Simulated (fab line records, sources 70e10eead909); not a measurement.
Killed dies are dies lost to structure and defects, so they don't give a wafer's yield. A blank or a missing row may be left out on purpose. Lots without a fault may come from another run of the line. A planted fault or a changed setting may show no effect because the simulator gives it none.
fab line records | flow nand_harc
record lots=24 wafers=72 last_day=33
route steps=1302 shown A_CHANNEL_HOLE_D1@464 A_CHANNEL_FILL_D1@501 A_ONON_D2@569
lots that met no fault: from a run of the same line without faults
start_h: hours from the record's first day to the start of the lot's first wafer shown | wait_h: hours since the lot's step before | " the same as in the row above | L1.1+2: a row that stands for several wafers | - no value, or no start given | * or withheld: withheld | < > ~ a bound
route shown NAME@n: a module of which the file shows steps, and the number in the route of the first | usual: mean/standard deviation of fault-free wafers | same: alike in all rows | chamber/n: place in a boat | sites: the reading at each site | _std_site: their standard deviation | _edge_site: outer sites' mean less inner sites' | radius_mm: how far each site lies from the wafer's centre | mask NAME#n: copy n | behind: the tool/chamber that last shaped the wafer | hold: why the lot was held/for how many hours/how that ended | device: the transistor (n, p or np) that didn't switch | end of line: the same wafers' tests at the end of the route | a step without rows: its recipe alone | killed: dies lost to structure and defects at the first sort, not the wafer's yield | map: a wafer's dies, x killed, . not, _ none there
set.NAME: the setting as run; set.NAME@STEP: as run at that earlier step | model.NAME: the simulator's own value behind a step, which no gauge read
steps of the route over a sample of lots; a table a step, a row a wafer
services: from which hour (start_h, from the record's first day; less than 0 if before it) a tool's chamber was out of use, for how many hours, and why
## steps
# step NHARC_A_CHANNEL_HOLE_D1_INSPECT_12
# usual raw_defect_count=5.2/2.8
# columns lot.wafer tool chamber start_h wait_h raw_defect_count
L075.1 defect_inspect-02 - 179.60 0.0 3
L075.3 " - " " 7
L075.4 " - " " 10
L074.1 defect_inspect-01 - 181.12 0.0 8
L074.5 " - " " 7
L074.6 " - " " 6
L077.1 defect_inspect-01 - 209.48 0.0 4
L077.2 " - " " 5
L077.6 " - " " 2
L076.1 defect_inspect-01 - 209.78 0.0 5
L076.3 " - " " 3
L076.5 " - " " 4
L078.2 defect_inspect-01 - 220.35 0.0 5
L078.4 " - " " 0
L078.5 " - " " 8
L079.3 defect_inspect-01 - 230.81 0.0 3
L079.5 " - " " 6
L079.6 " - " " 7
L080.1 defect_inspect-02 - 237.20 0.0 6
L080.4 " - " " 7
L080.5 " - " " 6
L081.3 defect_inspect-02 - 257.17 0.0 4
L081.4 " - " " 3
L081.5 " - " " 1
L082.1 defect_inspect-02 - 257.71 0.0 3
L082.3 " - " " 8
L082.6 " - " " 7
L083.1 defect_inspect-02 - 275.08 0.0 3
L083.4 " - " " 8
L083.5 " - " " 8
L084.3 defect_inspect-02 - 280.64 0.0 6
L084.4 " - " " 8
L084.6 " - " " 4
L085.3 defect_inspect-02 - 286.92 0.0 1
L085.5 " - " " 3
L085.6 " - " " 5
L086.2 defect_inspect-01 - 296.46 0.0 5
L086.4 " - " " 6
L086.5 " - " " 6
L087.2 defect_inspect-02 - 312.96 0.0 6
L087.5 " - " " 1
L087.6 " - " " 5
L088.4 defect_inspect-01 - 321.70 0.0 2
L088.5 " - " " 6
L088.6 " - " " 2
L089.4 defect_inspect-02 - 337.48 0.0 3
L089.5 " - " " 4
L089.6 " - " " 0
L091.2 defect_inspect-01 - 347.73 0.0 5
L091.3 " - " " 8
L091.5 " - " " 14
L090.2 defect_inspect-02 - 347.88 0.0 2
L090.4 " - " " 3
L090.5 " - " " 4
L092.3 defect_inspect-01 - 357.24 0.0 5
L092.5 " - " " 3
L092.6 " - " " 5
L093.1 defect_inspect-01 - 366.80 0.0 4
L093.5 " - " " 5
L093.6 " - " " 6
L094.2 defect_inspect-02 - 379.05 0.0 2
L094.4 " - " " 1
L094.6 " - " " 6
L095.3 defect_inspect-01 - 395.92 0.0 8
L095.5 " - " " 6
L095.6 " - " " 8
L097.2 defect_inspect-01 - 403.51 0.0 6
L097.3 " - " " 10
L097.5 " - " " 8
L096.2 defect_inspect-01 - 403.90 0.0 11
L096.3 " - " " 4
L096.5 " - " " 12
# step NHARC_A_CHANNEL_HOLE_D1_CD_MEAS_18
# usual cd_nm=99.4/1.5
# columns lot.wafer tool chamber start_h wait_h cd_nm
L075.1 cd_sem-02 - 180.77 - 98.6
L075.3 " - " " 98.5
L075.4 " - " " 99.6
L074.1 cd_sem-02 - 182.29 - 100.7
L074.5 " - " " 98.7
L074.6 " - " " 100.5
L077.1 cd_sem-02 - 211.12 - 99.1
L077.2 " - " " 100.5
L077.6 " - " " 101.9
L076.1 cd_sem-02 - 215.38 - 97.0
L076.3 " - " " 100.1
L076.5 " - " " 98.8
L078.2 cd_sem-01 - 221.52 - 98.0
L078.4 " - " " 96.3
L078.5 " - " " 98.8
L079.3 cd_sem-03 - 231.99 - 99.6
L079.5 " - " " 100.6
L079.6 " - " " 100.8
L080.1 cd_sem-03 - 241.17 - 100.2
L080.4 " - " " 102.8
L080.5 " - " " 99.5
L081.3 cd_sem-03 - 258.38 - 101.5
L081.4 " - " " 97.9
L081.5 " - " " 99.3
L082.1 cd_sem-03 - 259.41 - 101.2
L082.3 " - " " 98.9
L082.6 " - " " 98.8
L083.1 cd_sem-03 - 276.24 - 100.2
L083.4 " - " " 100.0
L083.5 " - " " 101.7
L084.3 cd_sem-02 - 281.86 - 102.1
L084.4 " - " " 97.4
L084.6 " - " " 98.9
L085.3 cd_sem-01 - 288.22 - 101.2
L085.5 " - " " 102.5
L085.6 " - " " 98.4
L086.2 cd_sem-03 - 297.83 - 101.1
L086.4 " - " " 100.2
L086.5 " - " " 98.7
L087.2 cd_sem-01 - 314.12 - 99.9
L087.5 " - " " 100.7
L087.6 " - " " 100.8
L088.4 cd_sem-01 - 322.87 - 100.3
L088.5 " - " " 99.8
L088.6 " - " " 101.0
L089.4 cd_sem-01 - 339.03 - 101.3
L089.5 " - " " 97.8
L089.6 " - " " 99.4
L091.2 cd_sem-01 - 349.05 - 100.6
L091.3 " - " " 98.5
L091.5 " - " " 97.2
L090.2 cd_sem-01 - 349.50 - 97.9
L090.4 " - " " 98.4
L090.5 " - " " 97.3
L092.3 cd_sem-02 - 358.41 - 98.9
L092.5 " - " " 99.5
L092.6 " - " " 99.5
L093.1 cd_sem-01 - 367.96 - 99.7
L093.5 " - " " 101.7
L093.6 " - " " 96.5
L094.2 cd_sem-03 - 380.22 - 99.3
L094.4 " - " " 98.6
L094.6 " - " " 99.8
L095.3 cd_sem-03 - 397.09 - 101.5
L095.5 " - " " 98.9
L095.6 " - " " 99.9
L097.2 cd_sem-03 - 404.68 - 97.8
L097.3 " - " " 98.2
L097.5 " - " " 96.9
L096.2 cd_sem-02 - 405.09 - 100.4
L096.3 " - " " 99.2
L096.5 " - " " 100.1
# step NHARC_A_CHANNEL_HOLE_D1_ETCH_44
# recipe target_depth_a=1400 overetch_a=140 time_s=77 ion_energy_ev=100 cf4_flow_sccm=80 o2_flow_sccm=20 ar_flow_sccm=0 rf_w=300 bias_w=100 chemistry=CF4/O2
# usual drypump_motor_current_A=5.8/0.37 oes_product_au=0.999/0.0069 rf_fwd_power_W=297.9/1.1 rf_vpp_V=198.1/1.5 showerhead_plenum_p_Torr=1.34/0.066 throttle_valve_pct=13.396/0.0094
# columns lot.wafer tool chamber start_h wait_h drypump_motor_current_A oes_product_au rf_fwd_power_W rf_hours_counter_h rf_vpp_V showerhead_plenum_p_Torr throttle_valve_pct
L075.3 rie_diel-11 1 186.73 0.0 5.6 1.002 298.7 9 198.6 1.39 13.415
L075.1 " 2 " " 6.1 1.011 298.4 8 198.8 1.42 13.397
L075.4 " 3 " " 5.4 1.001 298.5 8 197.4 1.36 13.392
L074.1 rie_diel-11 2 189.77 0.1 6.1 0.999 298.1 8 199.6 1.42 13.392
L074.6 " 0 " " 6.1 1.001 296.2 - 195.8 1.24 13.389
L074.5 " 2 " " 6.1 0.993 299.2 - 199.7 1.42 13.405
L077.1 rie_diel-12 1 218.13 0.1 6.2 0.997 298.3 36 195.8 1.25 13.377
L077.2 " 2 " " 6.3 1.008 297.6 37 197.6 1.33 13.405
L077.6 " 0 " " 6.2 1.006 298.4 - 197.8 1.30 13.391
L076.1 rie_diel-03 0 220.18 0.0 6.0 0.999 297.1 31 198.5 1.35 13.406
L076.3 " 2 " " 5.0 0.990 296.7 32 196.3 1.32 13.398
L076.5 " 1 " " 5.2 1.005 298.1 - 195.7 1.23 13.390
L078.4 rie_diel-12 1 226.30 0.1 6.2 1.008 298.2 37 196.5 1.25 13.399
L078.2 " 0 " " 6.2 0.996 298.7 40 197.4 1.30 13.387
L078.5 " 2 " " 6.3 1.007 296.5 - 198.2 1.33 13.400
L079.3 rie_diel-11 3 236.81 0.1 5.4 1.002 299.1 11 198.9 1.36 13.395
L079.5 " 0 " " 6.1 1.001 297.0 - 197.4 1.24 13.391
L079.6 " 1 " " 5.6 1.002 298.8 - 200.2 1.39 13.398
L080.4 rie_diel-11 2 246.02 0.1 6.1 0.998 298.7 12 197.9 1.42 13.407
L080.1 " 3 " " 5.4 1.002 297.9 12 198.5 1.36 13.380
L080.5 " 1 " " 5.6 1.008 299.6 - 198.0 1.39 13.408
L081.4 rie_diel-12 0 263.23 0.1 6.2 1.002 297.9 56 195.9 1.30 13.398
L081.3 " 1 " " 6.3 1.009 298.7 53 194.9 1.24 13.401
L081.5 " 3 " " 5.9 1.001 298.5 - 195.6 1.23 13.396
L082.3 rie_diel-03 1 268.36 0.1 5.2 1.000 298.4 49 200.8 1.45 13.411
L082.1 " 2 " " 5.0 0.995 298.1 46 196.9 1.31 13.397
L082.6 " 3 " " 6.2 0.989 295.6 - 198.4 1.34 13.394
L083.1 rie_diel-11 3 281.22 0.1 5.4 0.991 300.7 1 198.9 1.36 13.390
L083.4 " 1 " " 5.6 0.996 297.1 1 199.1 1.39 13.385
L083.5 " 3 " " 5.5 1.000 298.2 - 198.4 1.36 13.384
L084.3 rie_diel-11 1 286.68 0.1 5.6 0.998 297.3 2 198.8 1.39 13.408
L084.4 " 0 " " 6.1 1.003 296.3 2 195.1 1.24 13.409
L084.6 " 1 " " 5.6 1.010 298.3 - 198.9 1.39 13.397
L085.3 rie_diel-11 2 293.14 0.1 6.1 0.996 299.1 - 199.9 1.41 13.391
L085.6 " 1 " " 5.6 0.996 297.7 - 199.6 1.39 13.390
L085.5 " 2 " " 6.1 0.995 298.9 - 198.9 1.41 13.393
L086.4 rie_diel-03 0 302.62 0.0 6.0 1.006 298.2 3 196.7 1.34 13.400
L086.2 " 1 " " 5.2 0.997 298.3 3 201.2 1.44 13.402
L086.5 " 1 " " 5.2 0.991 297.1 - 199.8 1.44 13.404
L087.2 rie_diel-11 0 318.93 0.1 6.1 1.005 297.2 4 196.7 1.24 13.386
L087.5 " 2 " " 6.1 0.995 298.2 - 198.3 1.41 13.394
L087.6 " 3 " " 5.4 0.990 298.8 - 197.6 1.36 13.386
L088.4 rie_diel-11 2 329.29 0.1 6.1 0.994 299.4 6 199.5 1.41 13.397
L088.6 " 3 " " 5.4 0.994 298.2 - 198.3 1.36 13.390
L088.5 " 0 " " 6.1 1.002 296.4 - 195.6 1.24 13.404
L089.4 rie_diel-03 1 349.24 0.1 5.2 0.992 299.5 13 200.1 1.44 13.387
L089.6 " 1 " " 5.2 1.006 298.3 - 199.7 1.44 13.408
L089.5 " 2 " " 5.0 1.001 298.3 - 197.0 1.31 13.386
L091.2 rie_diel-11 1 353.85 0.1 5.6 0.996 296.8 9 199.7 1.38 13.392
L091.3 " 0 " " 6.1 0.989 297.0 7 195.6 1.24 13.389
L091.5 " 1 " " 5.6 0.997 297.2 - 200.5 1.38 13.395
L090.2 rie_diel-03 3 357.59 0.1 6.2 0.999 295.5 19 197.7 1.33 13.391
L090.4 " 0 " " 6.0 1.000 299.6 19 197.6 1.34 13.392
L090.5 " 0 " " 6.0 0.993 297.5 - 197.2 1.34 13.392
L092.3 rie_diel-11 0 366.00 0.1 6.1 0.998 297.1 8 195.9 1.24 13.411
L092.5 " 1 " " 5.6 0.992 297.1 - 199.2 1.38 13.403
L092.6 " 2 " " 6.1 0.997 298.3 - 198.6 1.41 13.400
L093.1 rie_diel-11 1 372.73 0.1 5.6 1.007 297.7 10 198.9 1.38 13.420
L093.5 " 1 " " 5.6 1.005 296.9 - 198.6 1.38 13.406
L093.6 " 2 " " 6.1 0.999 298.1 - 198.3 1.41 13.394
L094.2 rie_diel-11 1 385.04 0.1 5.6 0.997 298.8 11 199.5 1.38 13.391
L094.4 " 2 " " 6.1 1.009 298.4 11 198.7 1.41 13.408
L094.6 " 0 " " 6.1 0.999 297.1 - 196.7 1.24 13.403
L095.3 rie_diel-11 3 402.56 0.1 5.4 0.989 298.4 9 196.8 1.36 13.379
L095.5 " 0 " " 6.2 0.993 297.9 - 196.2 1.24 13.395
L095.6 " 1 " " 5.6 0.998 296.9 - 198.3 1.38 13.404
L097.3 rie_diel-11 2 409.50 0.1 6.1 0.992 299.1 13 198.2 1.41 13.386
L097.2 " 0 " " 6.1 0.984 297.6 11 195.2 1.24 13.396
L097.5 " 2 " " 6.1 0.995 298.6 - 199.6 1.41 13.403
L096.2 rie_diel-12 0 410.96 0.1 6.2 1.002 299.8 41 195.7 1.29 13.396
L096.3 " 2 " " 6.3 1.016 297.1 54 196.7 1.32 13.414
L096.5 " 0 " " 6.2 1.010 299.1 - 195.9 1.29 13.404
# step NHARC_A_CHANNEL_FILL_D1_STRIP_28
# recipe time_s=20 o2_flow_sccm=500 ar_flow_sccm=0 bias_w=0 chemistry=O2
# usual drypump_motor_current_A=5.8/0.57 oes_product_au=1.003/0.007 rf_vpp_V=58.0/0.92 showerhead_plenum_p_Torr=3.59/0.12 throttle_valve_pct=17.036/0.0086
# columns lot.wafer tool chamber start_h wait_h drypump_motor_current_A oes_product_au rf_hours_counter_h rf_vpp_V showerhead_plenum_p_Torr throttle_valve_pct
L075.4 rie_diel-07 3 215.85 0.1 6.4 0.996 3.3 58.5 3.65 17.025
L075.3 " 0 " " 4.6 1.016 5.4 58.0 3.78 17.037
L075.1 " 1 " " 6.4 1.004 5.9 58.7 3.37 17.037
L074.1 rie_diel-01 1 215.85 0.1 6.5 0.998 0.1 58.8 3.57 17.031
L074.6 " 3 " " 5.4 1.007 - 59.8 3.66 17.036
L074.5 " 0 " " 5.6 1.004 - 59.5 3.51 17.044
L077.1 rie_diel-07 3 245.33 0.1 6.4 1.003 5.0 56.7 3.65 17.029
L077.2 " 2 " " 5.5 1.003 7.0 56.4 3.63 17.046
L077.6 " 0 " " 4.6 1.005 - 58.4 3.78 17.038
L076.3 rie_diel-02 3 245.36 0.1 5.8 1.001 1.6 57.9 3.70 17.040
L076.1 " 0 " " 5.7 0.988 1.6 58.5 3.72 17.046
L076.5 " 3 " " 5.8 0.996 - 58.6 3.70 17.033
L078.2 rie_diel-01 1 252.03 0.2 6.5 1.007 1.9 57.6 3.57 17.028
L078.4 " 3 " " 5.4 0.999 - 56.8 3.66 17.035
L078.5 " 2 " " 5.9 1.001 - 57.5 3.52 17.033
L079.3 rie_diel-01 0 262.26 0.1 5.5 1.014 2.1 57.9 3.51 17.047
L079.6 " 0 " " 5.5 1.007 - 56.6 3.51 17.027
L079.5 " 1 " " 6.5 1.008 - 59.2 3.57 17.031
L080.1 rie_diel-01 2 272.89 0.1 5.9 1.019 2.7 58.6 3.52 17.040
L080.4 " 0 " " 5.6 1.013 2.3 59.6 3.51 17.029
L080.5 " 2 " " 5.9 1.015 - 57.6 3.52 17.036
L081.3 rie_diel-02 3 288.63 0.1 5.8 0.998 4.9 57.5 3.70 17.031
L081.5 " 2 " " 6.6 1.002 - 57.1 3.57 17.057
L081.4 " 3 " " 5.8 0.997 - 58.2 3.70 17.041
L082.3 rie_diel-02 3 293.97 0.1 5.8 1.001 5.0 58.1 3.70 17.043
L082.1 " 0 " " 5.7 1.004 4.6 56.0 3.71 17.043
L082.6 " 3 " " 5.8 0.991 - 59.4 3.70 17.043
L083.1 rie_diel-07 0 307.56 0.1 4.5 1.002 0.2 59.1 3.78 17.019
L083.4 " 3 " " 6.3 0.995 - 59.1 3.65 17.050
L083.5 " 0 " " 4.6 1.001 - 59.1 3.78 17.024
L085.3 rie_diel-07 3 317.13 0.1 6.4 0.990 1.1 56.4 3.65 17.040
L085.6 " 2 " " 5.5 0.984 - 57.4 3.63 17.039
L085.5 " 3 " " 6.4 0.988 - 59.2 3.65 17.031
L084.3 rie_diel-01 3 317.13 0.1 5.4 1.014 6.4 57.7 3.66 17.043
L084.4 " 0 " " 5.6 1.014 5.8 57.1 3.50 17.027
L084.6 " 3 " " 5.4 1.008 - 59.7 3.66 17.035
L086.2 rie_diel-07 1 328.68 0.1 6.4 0.998 1.8 58.0 3.36 17.046
L086.4 " 0 " " 4.6 1.005 - 59.3 3.78 17.034
L086.5 " 3 " " 6.4 1.007 - 58.3 3.65 17.025
L087.2 rie_diel-01 0 347.76 0.1 5.5 1.011 7.7 56.4 3.50 17.047
L087.6 " 0 " " 5.5 1.003 - 58.2 3.50 17.040
L087.5 " 1 " " 6.6 0.995 - 58.1 3.57 17.041
L088.4 rie_diel-07 1 355.67 0.1 6.3 0.994 2.9 58.4 3.36 17.022
L088.6 " 2 " " 5.5 1.006 - 58.2 3.62 17.052
L088.5 " 3 " " 6.4 1.010 - 57.5 3.64 17.027
L089.4 rie_diel-07 1 375.98 0.1 6.4 0.990 4.9 56.7 3.36 17.029
L089.5 " 3 " " 6.4 0.999 - 57.9 3.64 17.038
L089.6 " 0 " " 4.6 1.001 - 57.7 3.78 17.027
L091.2 rie_diel-07 2 380.51 0.1 5.5 0.999 4.7 57.5 3.62 17.036
L091.3 " 3 " " 6.4 0.995 5.7 57.0 3.64 17.035
L091.5 " 3 " " 6.4 1.002 - 58.6 3.64 17.043
L090.2 rie_diel-02 1 384.86 0.1 5.5 0.996 7.3 57.4 3.41 17.016
L090.5 " 3 " " 5.8 0.997 - 58.6 3.70 17.044
L090.4 " 1 " " 5.5 1.004 - 57.9 3.41 17.046
L092.3 rie_diel-07 3 391.67 0.1 6.3 0.993 5.8 58.3 3.64 17.062
L092.6 " 1 " " 6.4 0.992 - 56.8 3.36 17.030
L092.5 " 2 " " 5.5 1.000 - 56.3 3.62 17.039
L093.1 rie_diel-01 0 401.08 0.1 5.5 1.013 0.2 58.7 3.50 17.046
L093.5 " 1 " " 6.5 1.004 - 57.5 3.57 17.033
L093.6 " 2 " " 5.9 1.002 - 58.8 3.51 17.034
L094.2 rie_diel-01 2 410.49 0.1 6.0 1.007 1.3 57.0 3.51 17.043
L094.4 " 3 " " 5.4 1.013 1.4 59.3 3.65 17.053
L094.6 " 1 " " 6.5 1.010 - 56.3 3.57 17.033
L095.3 rie_diel-07 3 429.51 0.1 6.4 1.006 6.9 58.1 3.64 17.036
L095.6 " 3 " " 6.4 1.006 - 58.1 3.64 17.043
L095.5 " 1 " " 6.4 0.995 - 56.8 3.36 17.053
L097.3 rie_diel-02 3 436.04 0.1 5.8 1.009 1.2 58.6 3.70 17.043
L097.2 " 1 " " 5.5 1.007 1.2 57.7 3.41 17.039
L097.5 " 3 " " 5.8 1.000 - 57.9 3.70 17.050
L096.2 rie_diel-01 2 436.06 0.1 5.9 1.005 3.2 57.2 3.51 17.050
L096.3 " 1 " " 6.5 1.003 2.9 57.3 3.57 17.035
L096.5 " 2 " " 5.9 1.001 - 57.3 3.51 17.038
# step NHARC_A_CHANNEL_FILL_D1_ALD_25
# recipe target_thk_a=600 pulse_time_s=10 ald_cycles=600 temp_c=300 material=SiOx
# usual heater_power_w=486/63 precursor_pulse_height_rel=1.002/0.02 susceptor_temp_C=299.98/0.18
# columns lot.wafer tool chamber start_h wait_h heater_power_w precursor_pulse_height_rel susceptor_temp_C
L075.4 ald_hk-02 2 227.51 0.0 526 0.999 299.97
L075.3 " 0 228.75 1.3 387 0.979 300.19
L075.1 " 1 " " 582 1.013 299.77
L074.1 ald_hk-01 2 229.35 1.9 484 1.018 300.03
L074.6 " 3 " " 396 0.994 300.09
L074.5 " 0 " " 423 1.006 299.94
L077.2 ald_hk-03 0 257.10 0.1 518 0.995 299.99
L077.1 " 1 " " 470 0.976 300.01
L077.6 " 0 259.58 2.5 519 1.004 300.15
L076.1 ald_hk-01 3 257.10 0.1 390 1.000 299.88
L076.3 " 2 258.93 1.9 487 0.988 299.86
L076.5 " 0 260.15 3.1 440 1.015 300.17
L078.2 ald_hk-01 1 265.21 1.3 502 0.983 300.05
L078.4 " 2 " " 475 1.003 300.15
L078.5 " 0 267.07 3.1 430 1.005 300.23
L079.3 ald_hk-03 1 275.85 1.9 467 1.019 300.04
L079.6 " 2 " " 459 0.977 300.30
L079.5 " 3 " " 559 1.004 300.05
L080.4 ald_hk-01 0 284.70 0.1 422 1.011 299.83
L080.1 " 1 " " 519 0.994 300.13
L080.5 " 0 287.17 2.5 432 1.006 299.74
L081.4 ald_hk-02 2 300.39 0.0 542 0.973 300.05
L081.3 " 1 302.23 1.9 591 0.989 299.93
L081.5 " 3 303.46 3.1 516 0.966 299.98
L082.1 ald_hk-02 2 308.64 0.1 523 0.974 300.04
L082.3 " 1 310.50 1.9 590 0.998 300.07
L082.6 " 3 311.75 3.2 520 1.003 299.67
L083.1 ald_hk-01 1 319.34 0.1 502 1.013 299.96
L083.4 " 2 " " 483 0.965 299.69
L083.5 " 2 322.43 3.1 487 0.981 299.75
L084.3 ald_hk-01 0 331.81 0.1 442 1.016 300.10
L084.4 " 1 " " 510 1.028 300.10
L084.6 " 1 334.84 3.1 509 1.006 299.97
L085.3 ald_hk-02 1 332.79 1.0 595 1.016 299.91
L085.6 " 0 334.66 2.9 388 1.029 299.59
L085.5 " 1 " " 606 1.005 299.76
L086.2 ald_hk-01 3 341.60 0.1 388 0.984 300.02
L086.4 " 0 " " 432 0.987 300.07
L086.5 " 3 344.07 2.5 375 0.986 300.09
L087.2 ald_hk-03 2 360.31 0.7 460 0.975 300.22
L087.5 " 1 362.16 2.6 458 0.985 299.98
L087.6 " 2 " " 490 0.982 299.88
L088.4 ald_hk-03 0 369.42 2.0 524 1.037 300.04
L088.6 " 1 " " 473 1.009 300.06
L088.5 " 2 " " 466 0.978 300.15
L089.4 ald_hk-02 0 389.52 1.9 407 0.977 300.20
L089.6 " 1 " " 603 1.008 299.83
L089.5 " 2 " " 522 1.023 300.05
L090.2 ald_hk-02 0 393.69 0.1 396 0.980 300.09
L090.4 " 2 394.93 1.3 536 0.974 299.95
L090.5 " 1 396.79 3.1 607 1.044 300.03
L091.2 ald_hk-01 0 394.32 0.7 453 1.024 299.96
L091.3 " 2 395.55 1.9 486 1.024 299.67
L091.5 " 0 396.79 3.1 458 0.983 299.79
L092.3 ald_hk-01 2 404.08 0.7 491 1.010 300.43
L092.5 " 1 405.93 2.5 504 1.006 299.87
L092.6 " 2 " " 488 1.004 300.32
L093.1 ald_hk-03 0 413.03 0.2 499 1.008 299.88
L093.5 " 0 417.92 5.1 494 0.984 299.82
L093.6 " 1 419.14 6.3 493 1.012 300.03
L094.2 ald_hk-02 1 424.18 0.1 617 1.033 299.61
L094.4 " 3 425.41 1.3 514 1.013 299.83
L094.6 " 1 426.63 2.5 615 1.014 299.69
L095.3 ald_hk-02 1 441.73 0.7 607 1.039 299.80
L095.6 " 0 443.57 2.5 391 0.999 299.83
L095.5 " 1 " " 610 1.024 299.75
L096.2 ald_hk-02 1 447.88 0.1 609 1.028 299.78
L096.3 " 0 449.71 1.9 397 1.027 300.06
L096.5 " 1 " " 602 0.985 299.91
L097.2 ald_hk-01 1 448.50 0.7 511 0.992 299.70
L097.3 " 3 449.73 1.9 385 0.972 299.93
L097.5 " 1 450.97 3.1 513 1.025 299.57
# step NHARC_A_ONON_D2_INSPECT_32
# usual raw_defect_count=395/140
# columns lot.wafer tool chamber start_h wait_h raw_defect_count
L074.1 defect_inspect-01 - 293.51 0.0 507
L074.5 " - " " 233
L074.6 " - " " 527
L075.1 defect_inspect-01 - 293.81 0.0 216
L075.3 " - " " 282
L075.4 " - " " 148
L076.1 defect_inspect-02 - 316.18 0.0 324
L076.3 " - " " 232
L076.5 " - " " 492
L077.1 defect_inspect-02 - 316.21 0.0 299
L077.2 " - " " 358
L077.6 " - " " 370
L078.2 defect_inspect-01 - 323.26 0.0 208
L078.4 " - " " 302
L078.5 " - " " 294
L079.3 defect_inspect-01 - 337.07 0.0 703
L079.5 " - " " 343
L079.6 " - " " 451
L080.1 defect_inspect-01 - 347.55 0.0 250
L080.4 " - " " 660
L080.5 " - " " 381
L081.3 defect_inspect-01 - 359.14 0.0 310
L081.4 " - " " 456
L081.5 " - " " 460
L082.1 defect_inspect-02 - 367.29 0.0 411
L082.3 " - " " 532
L082.6 " - " " 438
L083.1 defect_inspect-02 - 380.15 0.0 376
L083.4 " - " " 446
L083.5 " - " " 436
L084.3 defect_inspect-02 - 393.90 0.0 438
L084.4 " - " " 225
L084.6 " - " " 530
L085.3 defect_inspect-01 - 393.96 0.0 461
L085.5 " - " " 634
L085.6 " - " " 580
L086.2 defect_inspect-01 - 402.14 0.0 734
L086.4 " - " " 380
L086.5 " - " " 464
L087.2 defect_inspect-01 - 419.01 0.0 405
L087.5 " - " " 410
L087.6 " - " " 270
L088.4 defect_inspect-01 - 437.70 0.0 427
L088.5 " - " " 641
L088.6 " - " " 316
L091.2 defect_inspect-01 - 449.28 0.0 364
L091.3 " - " " 296
L091.5 " - " " 182
L090.2 defect_inspect-02 - 449.28 0.0 296
L090.4 " - " " 283
L090.5 " - " " 413
L089.4 defect_inspect-01 - 449.45 0.0 438
L089.5 " - " " 304
L089.6 " - " " 345
L092.3 defect_inspect-01 - 464.30 0.0 607
L092.5 " - " " 514
L092.6 " - " " 358
L093.1 defect_inspect-01 - 478.17 0.0 172
L093.5 " - " " 209
L093.6 " - " " 372
L094.2 defect_inspect-01 - 495.08 0.0 485
L094.4 " - " " 275
L094.6 " - " " 518
L095.3 defect_inspect-02 - 502.10 0.0 532
L095.5 " - " " 433
L095.6 " - " " 502
L097.2 defect_inspect-02 - 506.26 0.0 235
L097.3 " - " " 381
L097.5 " - " " 396
L096.2 defect_inspect-02 - 506.40 0.0 316
L096.3 " - " " 327
L096.5 " - " " 568
## services
# columns tool chamber start_h hours kind
ald_hk-02 - 174.17 10.0 pm
rie_diel-11 1 188.05 3.1 repair
rie_diel-07 - 197.61 0.3 repair
rie_diel-01 - 203.91 9.0 pm
ald_hk-02 - 205.02 0.9 repair
rie_diel-03 3 206.14 10.4 repair
rie_diel-01 0 249.73 2.6 repair
rie_diel-01 - 255.05 2.3 repair
rie_diel-11 - 255.50 9.0 pm
rie_diel-11 0 288.89 7.0 repair
rie_diel-11 3 291.10 7.6 repair
rie_diel-07 - 294.20 9.0 pm
ald_hk-01 - 297.23 10.0 pm
rie_diel-07 2 306.54 4.4 repair
rie_diel-07 2 328.40 14.6 repair
ald_hk-02 - 352.17 10.0 pm
rie_diel-01 1 371.54 7.8 repair
rie_diel-01 - 380.91 9.0 pm
ald_hk-01 - 382.46 0.3 repair
rie_diel-07 0 422.59 7.8 repair
rie_diel-01 1 426.13 3.2 repair
rie_diel-07 1 430.05 8.4 repair
rie_diel-11 - 432.50 9.0 pm
rie_diel-07 3 443.69 27.6 repair
## key
fault none
